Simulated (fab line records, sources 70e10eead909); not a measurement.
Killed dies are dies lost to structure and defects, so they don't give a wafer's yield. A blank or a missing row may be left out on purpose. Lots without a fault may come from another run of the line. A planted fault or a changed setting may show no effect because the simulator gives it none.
Which tool did it? | flow nand_harc | 11 lots, 33 wafers sampled, at 2 steps of a route of 1159

WHAT THE GAUGES READ, wafer by wafer
NHARC_A_BONDPAD_CD_MEAS_09: target cd 500 nm.
lot  | measured     | on        | cd_nm (nm)
L933 | day 18 03:32 | cd_sem-01 | 498.2 497.5 501.7
L932 | day 18 06:41 | cd_sem-03 | 500.9 500.4 500.8
L935 | day 18 14:09 | cd_sem-02 | 500.3 497.1 499.0
L934 | day 18 18:58 | cd_sem-01 | 500.5 497.9 500.9
L936 | day 18 19:12 | cd_sem-01 | 495.6 504.2 500.9
L941 | day 20 07:08 | cd_sem-03 | 497.7 498.3 497.0
L938 | day 20 07:39 | cd_sem-02 | 499.2 498.2 499.6
L942 | day 20 22:41 | cd_sem-02 | 503.7 501.1 498.9
L952 | day 23 15:15 | cd_sem-03 | 500.3 499.9 501.0
L950 | day 23 23:29 | cd_sem-03 | 496.2 503.6 500.6
L954 | day 24 03:29 | cd_sem-02 | 501.0 497.9 500.6

WHICH TOOL RAN EACH LOT (tool, then ch and the chambers of the sampled wafers, then the start)
lot  | NHARC_A_BONDPAD_CMP_29
L933 | cmp-02 ch 0,1,2, day 18 02:45
L932 | cmp-04 ch 1,2,3, day 18 05:53
L935 | cmp-04 ch 0,1,2, day 18 13:20
L934 | cmp-04 ch 0,2,3, day 18 18:11
L936 | cmp-02 ch 1,2,3, day 18 18:32
L941 | cmp-04 ch 0,2,3, day 20 06:22
L938 | cmp-04 ch 0,1, day 20 06:50
L942 | cmp-04 ch 0,1, day 20 21:59
L952 | cmp-01 ch 0,1,2, day 23 14:26
L950 | cmp-01 ch 0,1, day 23 22:40
L954 | cmp-04 ch 1,2,3, day 24 02:50
- NHARC_A_BONDPAD_CMP_29: polishes SiCN, target thk 200 nm.

THE ANSWER, worked out from the rows above alone
Rule: what is usual is taken from the lots themselves. Put in order of their means at a reading, lots are off if they are a third of the lots or fewer, leave a main group of 4 or more, and stand apart from it by a gap of 3 or more times the standard deviation of the main group's means; of several such gaps the widest counts. A main group whose means are all the same, to the digits that the tables above print for the reading, isn't used. A lot without any number at a reading at which 4 lots or more have one is off too. The other lots that the step has rows for count as sound.
No lot is off at any reading shown: from this, nothing can be told.

WHAT THE SIMULATOR HAD PUT IN
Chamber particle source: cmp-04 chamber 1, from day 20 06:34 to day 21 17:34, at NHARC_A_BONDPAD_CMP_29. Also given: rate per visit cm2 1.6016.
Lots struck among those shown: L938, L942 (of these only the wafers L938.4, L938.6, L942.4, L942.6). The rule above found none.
